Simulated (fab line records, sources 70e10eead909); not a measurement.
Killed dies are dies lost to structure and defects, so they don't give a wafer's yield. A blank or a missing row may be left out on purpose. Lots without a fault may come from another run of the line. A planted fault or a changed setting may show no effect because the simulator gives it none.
One fault seen from 2 desks | flow nand_harc | each desk has only its own numbers; what lay behind them comes last

THE METROLOGY DESK
What the gauges read, lot by lot, whatever tool the lot ran on: means of the sampled wafers that have a number. A lot is out of limits, marked OUT, if its mean lies more than 4 standard deviations from the usual mean; the brackets give that distance.
Columns: A = overlay_x_nm at NHARC_A_BONDPAD_OVL_MEAS_35, usual 0 nm; B = overlay_y_nm at NHARC_A_BONDPAD_OVL_MEAS_35, usual 1 nm
lot  | first seen here | A   | B
L918 | day 23 20:50    | -6  | -3
L921 | day 23 22:35    | -1  | -3
L923 | day 24 10:44    | -0  | 7
L924 | day 25 05:01    | -4  | 8
L933 | day 29 12:37    | 2   | -2
L934 | day 30 04:53    | 9   | 11
L935 | day 30 05:34    | 3   | -1
L937 | day 30 22:08    | -3  | 10
L936 | day 31 02:28    | 4   | -9
L938 | day 31 13:58    | 1   | 3
L940 | day 31 21:44    | -5  | -2
L939 | day 32 03:46    | -10 | -3
This desk's finding: nothing out of limits on any of the 12 lots.

THE TOOL OWNER'S DESK: rie_diel-05
The tool's own readings at NHARC_A_BONDPAD_ETCH_12 (etches the open film in CHF3/O2, target depth 220 nm, time 110 s): means of the sampled wafers that have a number, for each lot that ran on this tool. A lot is out of limits, marked OUT, if its mean lies more than 4 standard deviations from the usual mean; the brackets give that distance.
Columns: A = bias_w at NHARC_A_BONDPAD_ETCH_12, usual 200.0 W; B = chamber_pressure_mTorr at NHARC_A_BONDPAD_ETCH_12, usual 24.997 mTorr; C = drypump_motor_current_A at NHARC_A_BONDPAD_ETCH_12, usual 5.6 A; D = oes_product_au at NHARC_A_BONDPAD_ETCH_12, usual 0.941 a.u.; E = rf_vpp_V at NHARC_A_BONDPAD_ETCH_12, usual 371.1 V; F = showerhead_plenum_p_Torr at NHARC_A_BONDPAD_ETCH_12, usual 2.43 Torr; G = throttle_valve_pct at NHARC_A_BONDPAD_ETCH_12, usual 20.574 %
lot  | first seen here | A     | B      | C   | D     | E     | F    | G
L918 | day 23 21:08    | 200.4 | 24.991 | 5.8 | 0.969 | 370.0 | 2.41 | 20.567
L921 | day 23 22:54    | 200.1 | 24.984 | 5.8 | 0.969 | 372.7 | 2.53 | 20.576
L923 | day 24 11:04    | 200.0 | 25.022 | 5.4 | 0.926 | 369.8 | 2.36 | 20.582
L937 | day 30 22:28    | 199.8 | 24.993 | 6.1 | 0.922 | 372.4 | 2.42 | 20.578
L936 | day 31 02:51    | 200.4 | 24.997 | 5.5 | 0.955 | 369.5 | 2.36 | 20.578
L938 | day 31 14:16    | 199.9 | 24.997 | 5.8 | 0.929 | 373.8 | 2.53 | 20.579
L940 | day 31 22:02    | 200.3 | 24.997 | 5.9 | 0.949 | 370.2 | 2.40 | 20.580
This desk's finding: nothing out of limits on any of the 7 lots.

PUT TOGETHER
The metrology desk saw nothing out of limits.
The tool owner's desk saw nothing out of limits.

WHAT THE SIMULATOR HAD PUT IN
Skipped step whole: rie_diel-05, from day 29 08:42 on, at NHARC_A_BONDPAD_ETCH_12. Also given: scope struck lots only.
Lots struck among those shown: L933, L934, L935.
